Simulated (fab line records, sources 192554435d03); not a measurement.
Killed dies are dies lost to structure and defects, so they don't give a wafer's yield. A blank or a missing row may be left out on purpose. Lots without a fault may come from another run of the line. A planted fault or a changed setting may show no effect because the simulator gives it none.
Problem report in the 8D (eight disciplines) form, filled by code | flow n5_finfet | the parts of the form that need people (team, actions taken, sign-off) are left out

1. THE PROBLEM
bias_w at N5_GATE_CUT_ETCH_58 reads a mean of 22.36 W on 2 wafers of 2 lots; wafers without a fault read 21.00 W with a standard deviation of 0.062. That is +22 standard deviations from the usual mean.
The step: etches SiNx in CH3F/O2, target depth 17 nm, time 128.6 s.
First seen on wafer L122.2, day 9 13:08, on rie_diel-06. The record holds 27 wafers of 9 lots with a number at this step. Rule for "out", or "out of limits": more than 4 standard deviations from the usual mean. The other wafers with a number count as sound.

2. WHAT IT IS AND WHAT IT IS NOT
question                    | is               | is not
which readings at this step | bias_w, rf_vpp_V | drypump_motor_current_A, oes_product_au, rf_fwd_power_W, showerhead_plenum_p_Torr, throttle_valve_pct
which lots                  | L122, L124       | L103, L106, L107, L109, L111, L112, L116
which wafers of those lots  | L122.2, L124.2   | L122.3, L122.5, L124.1, L124.3
read on which tools         | rie_diel-06      | rie_diel-03, rie_diel-05
when                        | from day 9 13:08 | up to then (23 sound wafers); but 2 sound wafers of L124 came after

3. SUSPECTS, AND WHAT RULES EACH OUT
Counting: a tool at a process step up to the reading stays a suspect if it ran every lot that is out. Sound lots after the first of them don't rule it out here, since some wafers of a struck lot are sound.
- rie_diel-06 at N5_GATE_CUT_ETCH_58 (etches SiNx in CH3F/O2, target depth 17 nm, time 128.6 s): kept. It ran every lot that is out, first L122 (day 9 13:08); its last sound lot up to then is L112 (day 7 01:26). Its own readings are out on those wafers: bias_w, rf_vpp_V.
- Within rie_diel-06 at N5_GATE_CUT_ETCH_58: the wafers that are out ran in chamber 0; their sound lot-mates ran in chambers 1, 2, 3.
Left after counting: rie_diel-06 at N5_GATE_CUT_ETCH_58.

4. THE CAUSE (what the simulator had put in)
Process parameter drift: rie_diel-06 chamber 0, from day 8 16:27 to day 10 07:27, at N5_GATE_CUT_ETCH_58. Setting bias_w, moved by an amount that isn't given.
Counting left only this tool.

5. THE CHAIN OF EFFECTS, in route order
Each row: a reading whose mean over the struck wafers that have a number lies more than 3 standard deviations from the usual. Only readings for which the record gives a usual standard deviation are gone through. hours: the time from each lot's start at the first step in this table that gives one to its start at this step, as a median over the lots. sigmas: the change in usual standard deviations.
hours | step                | reading  | usual   | on struck wafers | change | sigmas
0     | N5_GATE_CUT_ETCH_58 | bias_w   | 21.00 W | 22.36            | +1.36  | +22
0     | N5_GATE_CUT_ETCH_58 | rf_vpp_V | 99.1 V  | 104.0            | +4.9   | +5.3
The process steps in it:
- N5_GATE_CUT_ETCH_58: etches SiNx in CH3F/O2, target depth 17 nm, time 128.6 s.
Later measuring or inspecting steps at which every struck wafer that the step has a row for has a number for every such reading, and none has moved that far: N5_BEOL_M4_RC_MEAS_101.

6. WHAT WOULD HAVE CAUGHT IT SOONER
In this record the first reading out of limits was taken at day 9 13:08, 21 hours after the fault began at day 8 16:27.
